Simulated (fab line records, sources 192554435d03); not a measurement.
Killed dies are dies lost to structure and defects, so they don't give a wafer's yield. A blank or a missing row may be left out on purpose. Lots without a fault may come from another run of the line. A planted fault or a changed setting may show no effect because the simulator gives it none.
fab line records | flow n5_finfet
record lots=7 wafers=21
route steps=1938 shown PASSIVATION@1930
start_h: hours from the record's first day to the start of the lot's first wafer shown | wait_h: hours since the lot's step before | " the same as in the row above | L1.1+2: a row that stands for several wafers | - no value, or no start given | * or withheld: withheld | < > ~ a bound
route shown NAME@n: a module of which the file shows steps, and the number in the route of the first | usual: mean/standard deviation of fault-free wafers | same: alike in all rows | chamber/n: place in a boat | sites: the reading at each site | _std_site: their standard deviation | _edge_site: outer sites' mean less inner sites' | radius_mm: how far each site lies from the wafer's centre | mask NAME#n: copy n | behind: the tool/chamber that last shaped the wafer | hold: why the lot was held/for how many hours/how that ended | device: the transistor (n, p or np) that didn't switch | end of line: the same wafers' tests at the end of the route | a step without rows: its recipe alone | killed: dies lost to structure and defects at the first sort, not the wafer's yield | map: a wafer's dies, x killed, . not, _ none there
set.NAME: the setting as run; set.NAME@STEP: as run at that earlier step | model.NAME: the simulator's own value behind a step, which no gauge read
lots whose settings were changed on purpose; a table a step, a row a wafer
## steps
# step N5_PASSIVATION_ETCH_54
# recipe chemistry=CHF3/O2 target=SiO2 target_depth_a=8800 CHF3_flow_sccm=50 O2_flow_sccm=5 Ar_flow_sccm=200 time_s=440 mask_material=PR pressure_mtorr=30 source_w=650 bias_w=170 ion_energy_ev=200
# usual rf_vpp_V=523/4.5
# columns lot.wafer tool chamber start_h wait_h set.source_w rf_vpp_V model.PASSIVATION.feature_depth_nm model.etch.depth_nm
L075.2 rie_diel-02 0 269.67 0.1 650 519 837.2 837.2
L075.3 " 2 " " 724.2 506 898.8 898.8
L075.4 " 1 " " 724.2 493 898.6 898.5
L078.1 rie_diel-06 2 276.54 1.0 650 522 889.8 889.7
L078.3 " 1 " " 734.7 497 917.2 917.2
L078.6 " 1 " " 650 528 864.8 864.8
L077.1 rie_diel-05 1 279.29 0.1 650 526 874.6 874.5
L077.3 " 0 " " 650 521 895.6 895.6
L077.4 " 1 " " 650 525 881 881
L087.1 rie_diel-06 2 327.33 0.1 650 522 886.4 886.4
L087.5 " 0 " " 650 529 894.6 894.6
L087.6 " 1 " " 650 528 876.6 876.6
L084.2 rie_diel-06 1 333.36 0.1 758.2 489 922.6 922.6
L084.4 " 0 " " 758.2 489 932.4 932.5
L084.6 " 3 " " 758.2 484 920.2 920.2
L088.2 rie_diel-02 2 361.39 0.1 650 532 853.6 853.5
L088.3 " 1 " " 705.9 499 882.6 882.6
L088.6 " 1 " " 650 518 854.4 854.5
L091.1 rie_diel-05 2 379.46 0.1 650 520 877.6 877.6
L091.4 " 0 " " 695.3 503 910.8 910.8
L091.6 " 3 " " 695.3 498 923.4 923.5
## key
split step=N5_PASSIVATION_ETCH_54 setting=source_w stated=650 by=wafer
response step=N5_PASSIVATION_ETCH_54 reading=rf_vpp_V change=-2.24 per=1% r=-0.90
response step=N5_PASSIVATION_ETCH_54 reading=model.PASSIVATION.feature_depth_nm change=+4.12 per=1% r=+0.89
response step=N5_PASSIVATION_ETCH_54 reading=model.etch.depth_nm change=+4.12 per=1% r=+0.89
